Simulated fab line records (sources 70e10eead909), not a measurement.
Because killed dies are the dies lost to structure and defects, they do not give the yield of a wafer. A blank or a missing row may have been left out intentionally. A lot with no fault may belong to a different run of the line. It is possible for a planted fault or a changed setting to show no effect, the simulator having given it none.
fab line records ; flow nandHarc
[record] lots = 6; wafers = 18; lastDay = 25
route steps=1159 shown A_WL_FILL@813 END@1159
lots untouched by any fault: they come from a run of this same line in which no faults occurred
startH: hours from the record's opening day to when the first of the lot's shown wafers began ; waitH: hours since the lot's step before ; " identical to the entry in the row above ; L1.1+2: a row that stands for several wafers ; - value missing, or start not given ; * or withheld: withheld ; < > ~ a bound
route shown NAME@n: names a module that has steps shown in the file, with the first one's number in the route ; usual: mean/standard deviation taken from wafers without a fault ; same: alike in all rows ; chamber/n: place in a boat ; sites: the reading at each site ; _std_site: the standard deviation of these ; _edge_site: outer sites' mean less inner sites' ; radiusMm: for every site, how far away it sits from the centre of the wafer ; mask NAME#n: copy n ; behind: tool/chamber where the wafer was last shaped ; hold: what put the lot on hold/how long, in hours/how the hold closed ; device: whichever transistor did not switch (one of n, p or np) ; end of line: tests of these same wafers at the route's end ; for a step that has no rows: nothing shown but its recipe ; killed: at the first sort, the dies lost to defects and structure; wafer yield is something else ; map: dies across one wafer; x = killed, . = not, _ = none there
set.NAME: setting as actually run; set.NAME@STEP: the setting as run at that earlier step ; model.NAME: the simulator's own value behind a step, which no gauge read
lots at selected steps of the route; one table per step, one row per wafer
services: from which hour (startH, from the record's first day; less than 0 if before it) a tool's chamber was out of use, for how many hours, and why
[[steps]]
[step NHARC_A_WL_FILL_CVD_03]
[recipe] targetThkA = 400; tempC = 300; pressureTorr = 40; wf6FlowSccm = 40; h2FlowSccm = 1600; arFlowSccm = 1560; timeS = 3302; material = W
[step NHARC_A_WL_FILL_ETCHBACK_04]
[recipe] targetDepthA = 600; timeS = 120; chemistry = NF3
[step NHARC_A_WL_FILL_ETCHBACK_05]
[recipe] targetDepthA = 220; timeS = 60; tempC = 40; chemistry = Cl2/BCl3
[usual] drypumpMotorCurrentA = 6.08/0.23; oesProductAu = 0.997/0.0091; tempC = 39.99/0.1
lot.wafer;tool;chamber;startH;waitH;drypumpMotorCurrentA;oesProductAu;rfHoursCounterH;tempC
L754.2;rieMetal-02;1;399.63;0.2;5.89;0.995;0.1;39.92
L754.4;rieMetal-02;0;399.63;0.2;6.26;1.000;-;39.93
L754.3;rieMetal-02;1;399.63;0.2;5.87;0.997;-;40.02
L757.1;rieMetal-02;1;427.63;0.2;5.88;1.003;1.1;40.01
L757.6;rieMetal-02;1;427.63;0.2;5.89;0.998;-;40.15
L757.5;rieMetal-02;0;427.63;0.2;6.25;1.003;-;40.05
L759.1;rieMetal-03;1;430.88;0.2;6.52;1.009;3.5;39.96
L759.2;rieMetal-03;0;430.88;0.2;6.26;0.997;3.9;40.01
L759.6;rieMetal-03;0;430.88;0.2;6.26;0.998;-;40.15
L764.2;rieMetal-02;1;460.67;0.2;5.87;1.019;2.3;39.84
L764.4;rieMetal-02;0;460.67;0.2;6.25;0.992;-;40.13
L764.6;rieMetal-02;1;460.67;0.2;5.90;1.025;-;39.90
L763.1;rieMetal-03;1;464.09;0.2;6.50;0.995;0.1;39.81
L763.3;rieMetal-03;1;464.09;0.2;6.51;0.983;-;39.84
L763.6;rieMetal-03;1;464.09;0.2;6.50;0.987;-;40.05
L767.1;rieMetal-02;0;466.90;0.2;6.25;0.993;2.8;39.84
L767.5;rieMetal-02;0;466.90;0.2;6.23;0.994;-;39.94
L767.6;rieMetal-02;1;466.90;0.2;5.86;1.003;-;39.99
[step NHARC_A_WL_FILL_STRIP_27]
[recipe] powerW = 1500; tempC = 250; timeS = 20; chemistry = N2/H2
[usual] drypumpMotorCurrentA = 5.7/0.44; heaterPowerW = 316/45; tempC = 249.99/0.17
lot.wafer;tool;chamber;startH;waitH;drypumpMotorCurrentA;heaterPowerW;rfHoursCounterH;tempC
L754.2;plasmaAsher-02;1;399.77;0.1;5.4;314;9;249.83
L754.4;plasmaAsher-02;1;399.77;0.1;5.4;307;-;249.81
L754.3;plasmaAsher-02;0;399.77;0.1;6.4;375;-;250.11
L757.1;plasmaAsher-02;1;427.80;0.1;5.4;303;19;249.73
L757.5;plasmaAsher-02;0;427.80;0.1;6.4;361;-;249.63
L757.6;plasmaAsher-02;1;427.80;0.1;5.4;311;-;249.98
L759.1;plasmaAsher-02;0;431.02;0.1;6.4;378;20;250.27
L759.2;plasmaAsher-02;1;431.02;0.1;5.4;309;20;249.74
L759.6;plasmaAsher-02;1;431.02;0.1;5.4;309;-;249.73
L764.2;plasmaAsher-02;1;461.37;0.7;5.4;317;32;250.02
L764.4;plasmaAsher-02;1;461.37;0.7;5.4;305;-;249.73
L764.6;plasmaAsher-02;1;461.37;0.7;5.4;318;-;249.81
L763.1;plasmaAsher-01;0;464.22;0.1;5.6;272;1;249.79
L763.3;plasmaAsher-01;1;464.22;0.1;5.3;288;-;249.58
L763.6;plasmaAsher-01;1;464.22;0.1;5.3;287;-;250.01
L767.1;plasmaAsher-02;1;467.04;0.1;5.4;313;34;249.87
L767.6;plasmaAsher-02;1;467.04;0.1;5.4;306;-;249.97
L767.5;plasmaAsher-02;0;467.04;0.1;6.4;376;-;250.19
[step NHARC_A_WL_FILL_STRIP_28]
[recipe] timeS = 1200; tempC = 72.5; chemistry = postEtchResidueRemover
[step NHARC_A_WL_FILL_PRECLEAN_06]
[recipe] timeS = 300; chemistry = DIW
[step NHARC_A_WL_FILL_SRD_07]
[step NHARC_A_WL_FILL_ANNEAL_08]
[recipe] tempC = 450; timeS = 1800
[step NHARC_A_WL_FILL_ALD_10]
[recipe] targetThkA = 500; pulseTimeS = 10; aldCycles = 500; tempC = 300; material = SiO2
[usual] heaterPowerW = 478/51; precursorPulseHeightRel = 1.001/0.022
lot.wafer;tool;chamber;startH;waitH;heaterPowerW;precursorPulseHeightRel
L754.4;aldHk-02;0;404.99;0.0;440;0.972
L754.2;aldHk-02;2;406.02;1.1;442;0.992
L754.3;aldHk-02;3;406.02;1.1;513;1.017
L757.1;aldHk-03;1;432.13;0.6;440;1.014
L757.5;aldHk-03;0;433.65;2.1;585;1.000
L757.6;aldHk-03;1;433.65;2.1;463;1.013
L759.1;aldHk-02;3;437.20;0.1;490;0.982
L759.2;aldHk-02;2;438.74;1.6;450;1.016
L759.6;aldHk-02;3;438.74;1.6;494;0.973
L764.4;aldHk-02;0;469.28;1.8;475;0.979
L764.2;aldHk-02;1;469.28;1.8;522;0.980
L764.6;aldHk-02;1;471.84;4.3;527;1.005
L763.3;aldHk-03;2;472.98;5.5;461;0.967
L763.1;aldHk-03;3;472.98;5.5;496;1.025
L763.6;aldHk-03;1;474.50;7.0;446;0.994
L767.1;aldHk-02;2;474.44;0.6;458;0.962
L767.5;aldHk-02;1;476.02;2.1;537;1.001
L767.6;aldHk-02;2;476.02;2.1;464;1.013
[step NHARC_A_WL_FILL_ETCHBACK_16]
[recipe] targetDepthA = 880; timeS = 17.6; c4f8FlowSccm = withheld; o2FlowSccm = 8; arFlowSccm = withheld; rfW = 600; biasW = 800; chemistry = C4F8/O2/Ar
[usual] biasW = 800.4/2.7; oesProductAu = 0.98/0.034; rfVppV = 726/4.4
lot.wafer;tool;chamber;startH;waitH;biasW;oesProductAu;rfHoursCounterH;rfVppV
L754.2;rieDiel-04;3;-;-;797.1;1.00;7.2;722
L754.3;rieDiel-04;0;-;-;799.3;1.02;-;730
L754.4;rieDiel-04;3;-;-;795.4;0.99;-;722
L757.1;rieDiel-04;3;-;-;800.4;1.00;8.2;723
L757.5;rieDiel-04;1;-;-;797.8;0.99;-;728
L757.6;rieDiel-04;0;-;-;796.7;1.01;-;729
L759.1;rieDiel-13;1;-;-;801.6;0.93;3.8;725
L759.2;rieDiel-13;0;-;-;796.4;0.95;3.9;715
L759.6;rieDiel-13;1;-;-;800.3;0.92;-;727
L764.2;rieDiel-02;2;-;-;799.5;0.96;5.4;730
L764.4;rieDiel-02;3;-;-;801.2;0.92;5.4;732
L764.6;rieDiel-02;2;-;-;802.6;0.96;-;732
L763.1;rieDiel-02;0;-;-;800.2;0.99;5.4;718
L763.3;rieDiel-02;2;-;-;798.5;1.04;5.5;731
L763.6;rieDiel-02;1;-;-;800.6;0.99;-;725
L767.1;rieDiel-04;2;-;-;804.5;1.00;0.5;730
L767.5;rieDiel-04;1;-;-;804.8;0.98;-;727
L767.6;rieDiel-04;2;-;-;803.2;1.01;-;730
[step NHARC_A_WL_FILL_STRIP_29]
[recipe] timeS = 20; o2FlowSccm = 500; arFlowSccm = 0; biasW = 0; chemistry = O2
[usual] drypumpMotorCurrentA = 5.6/0.54; o2FlowSccm = 500.0/1.6; oesProductAu = 1.004/0.014; rfVppV = 58.1/0.93; showerheadPlenumPTorr = 3.62/0.14; throttleValvePct = 17.035/0.0095
[same] biasW = 0
lot.wafer;tool;chamber;startH;waitH;drypumpMotorCurrentA;o2FlowSccm;oesProductAu;rfHoursCounterH;rfVppV;showerheadPlenumPTorr;throttleValvePct
L754.2;rieDiel-04;0;409.78;0.1;5.6;501.9;1.001;7.0;59.4;3.76;17.040
L754.4;rieDiel-04;0;409.78;0.1;5.6;499.7;0.999;-;58.2;3.76;17.043
L754.3;rieDiel-04;3;409.78;0.1;5.0;498.0;0.995;-;56.5;3.48;17.040
L757.1;rieDiel-04;3;436.33;0.1;5.0;500.3;0.984;8.2;57.9;3.48;17.040
L757.6;rieDiel-04;0;436.33;0.1;5.6;500.6;1.001;-;58.0;3.76;17.041
L757.5;rieDiel-04;3;436.33;0.1;5.0;501.9;0.990;-;58.8;3.48;17.038
L759.1;rieDiel-13;2;441.92;0.1;5.3;499.7;1.004;3.8;58.8;3.72;17.026
L759.2;rieDiel-13;1;441.92;0.1;6.4;500.7;1.001;3.8;58.4;3.62;17.038
L759.6;rieDiel-13;2;441.92;0.1;5.3;498.4;1.005;-;57.3;3.72;17.037
L764.2;rieDiel-02;1;474.00;0.1;6.6;500.0;1.002;5.1;58.9;3.63;17.032
L764.4;rieDiel-02;2;474.00;0.1;5.7;499.0;1.045;5.4;59.2;3.79;17.044
L764.6;rieDiel-02;1;474.00;0.1;6.6;501.3;0.993;-;57.8;3.63;17.038
L763.3;rieDiel-02;1;476.66;0.1;6.6;499.1;0.995;5.1;58.2;3.63;17.018
L763.1;rieDiel-02;0;476.66;0.1;5.1;497.4;0.987;5.5;58.1;3.39;17.011
L763.6;rieDiel-02;2;476.66;0.1;5.7;498.3;1.031;-;56.6;3.79;17.032
L767.1;rieDiel-04;1;478.71;0.1;6.1;501.4;0.975;0.7;57.9;3.69;17.035
L767.5;rieDiel-04;3;478.71;0.1;5.0;499.7;0.989;-;56.8;3.48;17.017
L767.6;rieDiel-04;0;478.71;0.1;5.5;501.4;0.984;-;58.5;3.76;17.041
[step NHARC_A_WL_FILL_ETCHBACK_17]
[recipe] targetDepthA = 40; timeS = 26.7; chemistry = Cl2/BCl3
[usual] drypumpMotorCurrentA = 6.14/0.25; oesProductAu = 0.998/0.0099
lot.wafer;tool;chamber;startH;waitH;drypumpMotorCurrentA;oesProductAu;rfHoursCounterH
L754.2;rieMetal-03;0;409.90;0.1;6.22;0.983;3.3
L754.4;rieMetal-03;1;409.90;0.1;6.52;1.000;-
L754.3;rieMetal-03;0;409.90;0.1;6.26;0.997;-
L757.1;rieMetal-03;1;436.44;-;6.51;0.849;3.6
L757.5;rieMetal-03;0;436.44;-;6.28;0.839;-
L757.6;rieMetal-03;1;436.44;-;6.51;1.001;-
L759.1;rieMetal-03;1;442.01;-;6.51;0.854;3.9
L759.2;rieMetal-03;0;442.01;-;6.29;0.977;4.3
L759.6;rieMetal-03;0;442.01;-;6.27;0.996;-
L764.2;rieMetal-02;1;474.08;-;5.87;1.013;2.9
L764.4;rieMetal-02;0;474.08;-;6.24;0.999;-
L764.6;rieMetal-02;0;474.08;-;6.24;0.993;-
L763.1;rieMetal-01;0;476.74;-;5.98;1.014;3.4
L763.3;rieMetal-01;1;476.74;-;5.78;1.002;-
L763.6;rieMetal-01;0;476.74;-;5.98;0.990;-
L767.1;rieMetal-02;0;478.81;-;6.26;1.001;2.9
L767.5;rieMetal-02;1;478.81;-;5.88;1.013;-
L767.6;rieMetal-02;0;478.81;-;6.26;1.002;-
[step NHARC_A_WL_FILL_PRECLEAN_18]
[recipe] timeS = 30; chemistry = dHF
[step NHARC_END_SORT_01]
[recipe] tempC = 25
[usual] killedAtArray = 28/11; killedAtOther = 0.7/0.88; killedAtPeriphery = 3.1/2.2; killedDies = 31/12; killedOpen = 3.3/2; killedShort = 2.0/1.6
[same] grossDies = 677
lot.wafer;tool;chamber;startH;waitH;killedAtArray;killedAtOther;killedAtPeriphery;killedDies;killedOpen;killedShort
L759.1;prober-02;0;544.09;2.5;18;1;2;21;3;2
L759.2;prober-02;0;544.88;2.8;22;0;1;23;6;1
L759.6;prober-02;0;548.05;4.0;20;0;2;22;4;4
L764.2;prober-02;0;578.62;2.8;49;1;11;61;4;2
L764.4;prober-02;0;580.22;3.4;45;1;4;50;6;2
L764.6;prober-02;0;581.82;4.0;42;0;1;43;1;2
L763.1;prober-01;0;585.71;2.5;25;0;7;32;3;1
L763.3;prober-01;0;587.33;3.1;23;0;2;25;3;0
L763.6;prober-01;0;589.77;4.1;24;0;2;26;3;1
// killed by level:class
L759.1 A_CONTACT:chamberFilmFlake=5 A_CHANNEL_HOLE_D1:chamberFilmFlake=4 A_CONTACT:geometricParticle:open=2 A_STAIRCASE:chamberFilmFlake=2 A_WL_FILL:geometricParticle:short=1 A_CONTACT:geometricParticle:short=1 A_BLC:geometricParticle:open=1 P_GATE:chamberFilmFlake=1
L759.2 A_CONTACT:chamberFilmFlake=6 A_CHANNEL_HOLE_D1:chamberFilmFlake=5 A_STAIRCASE:chamberFilmFlake=4 A_CONTACT:geometricParticle:open=3 P_M0:geometricParticle:open=1 A_WL_FILL:geometricParticle:open=1 A_CONTACT:geometricParticle:short=1 A_M0:geometricParticle:open=1
L759.6 A_CHANNEL_HOLE_D1:chamberFilmFlake=7 A_CHANNEL_FILL_D1:geometricParticle:short=3 A_CONTACT:chamberFilmFlake=3 P_CONTACT:geometricParticle:open=1 A_ONON_D1:geometricParticle:open=1 A_WL_FILL:geometricParticle:open=1 A_CONTACT:geometricParticle:open=1 A_CONTACT:geometricParticle:short=1
L764.2 A_SLIT:chamberFilmFlake=17 A_CHANNEL_HOLE_D1:chamberFilmFlake=15 A_STAIRCASE:chamberFilmFlake=7 A_CONTACT:chamberFilmFlake=5 P_ZERO_WELL:chamberFilmFlake=4 P_CONTACT:geometricParticle:open=2 P_GATE:chamberFilmFlake=2 A_ZERO_WELL:chamberFilmFlake=2
L764.4 A_SLIT:chamberFilmFlake=15 A_CHANNEL_HOLE_D1:chamberFilmFlake=14 A_CONTACT:chamberFilmFlake=6 A_M0:geometricParticle:open=2 A_STAIRCASE:chamberFilmFlake=2 P_GATE:geometricParticle:short=1 P_CONTACT:geometricParticle:open=1 A_ONON_D1:geometricParticle:open=1
L764.6 A_SLIT:chamberFilmFlake=15 A_CHANNEL_HOLE_D1:chamberFilmFlake=12 A_CONTACT:chamberFilmFlake=6 A_STAIRCASE:chamberFilmFlake=5 A_ONON_D1:geometricParticle:open=1 A_CHANNEL_FILL_D1:geometricParticle:short=1 A_WL_FILL:geometricParticle:short=1 P_ZERO_WELL:chamberFilmFlake=1
L763.1 A_CHANNEL_HOLE_D1:chamberFilmFlake=14 P_CONTACT:chamberFilmFlake=6 A_CONTACT:chamberFilmFlake=4 A_STAIRCASE:chamberFilmFlake=2 P_CONTACT:geometricParticle:open=1 A_WL_FILL:geometricParticle:open=1 A_CONTACT:geometricParticle:open=1 A_M0:geometricParticle:short=1
L763.3 A_CHANNEL_HOLE_D1:chamberFilmFlake=13 A_CONTACT:geometricParticle:open=3 A_SLIT:chamberFilmFlake=2 A_CONTACT:chamberFilmFlake=2 P_STI:chamberFilmFlake=1 P_CONTACT:chamberFilmFlake=1 A_CHANNEL_FILL_D1:chamberFilmFlake=1 A_STAIRCASE:chamberFilmFlake=1
L763.6 A_CHANNEL_HOLE_D1:chamberFilmFlake=13 A_CONTACT:chamberFilmFlake=4 A_STAIRCASE:chamberFilmFlake=3 P_GATE:geometricParticle:open=1 A_WL_FILL:geometricParticle:short=1 A_CONTACT:geometricParticle:open=1 A_BLC:geometricParticle:open=1 P_STI:chamberFilmFlake=1
[[services]]
tool;chamber;startH;hours;kind
rieMetal-02;-;388.00;9.0;pm
rieMetal-02;0;388.00;9.0;ventCycle
rieMetal-02;1;388.00;9.0;ventCycle
plasmaAsher-02;-;390.89;1.3;repair
rieDiel-04;0;396.17;-;clean
rieDiel-04;1;396.17;-;clean
rieDiel-04;2;396.17;-;clean
rieDiel-04;3;396.17;-;clean
rieMetal-02;0;397.00;-;clean
rieMetal-02;1;397.00;-;clean
rieDiel-04;2;399.60;45.8;repair
rieDiel-04;1;407.87;3.2;repair
rieDiel-04;0;415.79;3.6;repair
rieDiel-04;0;420.67;-;clean
rieDiel-13;3;445.23;11.2;repair
rieDiel-13;-;447.13;0.2;repair
rieMetal-03;-;453.00;9.0;pm
rieDiel-13;-;453.02;9.0;pm
plasmaAsher-01;-;453.25;9.0;pm
rieMetal-01;0;453.27;5.8;repair
aldHk-02;-;458.25;10.0;pm
rieDiel-04;-;466.05;9.0;pm
rieDiel-02;1;468.14;5.0;repair
rieDiel-13;2;477.34;6.8;repair
[[key]]
[firstSign] step = NHARC_A_WL_FILL_ETCHBACK_17; reading = oesProductAu; direction = down; sigmas = 15; usual = 0.998; struck = 0.847
effect none on later readings
metAt NHARC_A_WL_FILL_ETCHBACK_17
struckWafers L757.1,L757.5,L759.1
testerLeftOut L757,L759
onsetBetween 409.90 436.44
[fault] kind = processParameterDrift; tool = rieMetal-03; chamber = -; onsetH = 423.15; steps = NHARC_A_WL_FILL_ETCHBACK_17; channel = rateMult; offset = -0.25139; shape = step; endH = 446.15; scope = struckWafersOnly
// testerLeftOut: of these lots the tester's yield and bins aren't shown, on N5 and GAA mostly nor the transistor test; their killed dies are dies lost to structure and defects alone, not to doping, threshold or leakage, so they don't give the yield
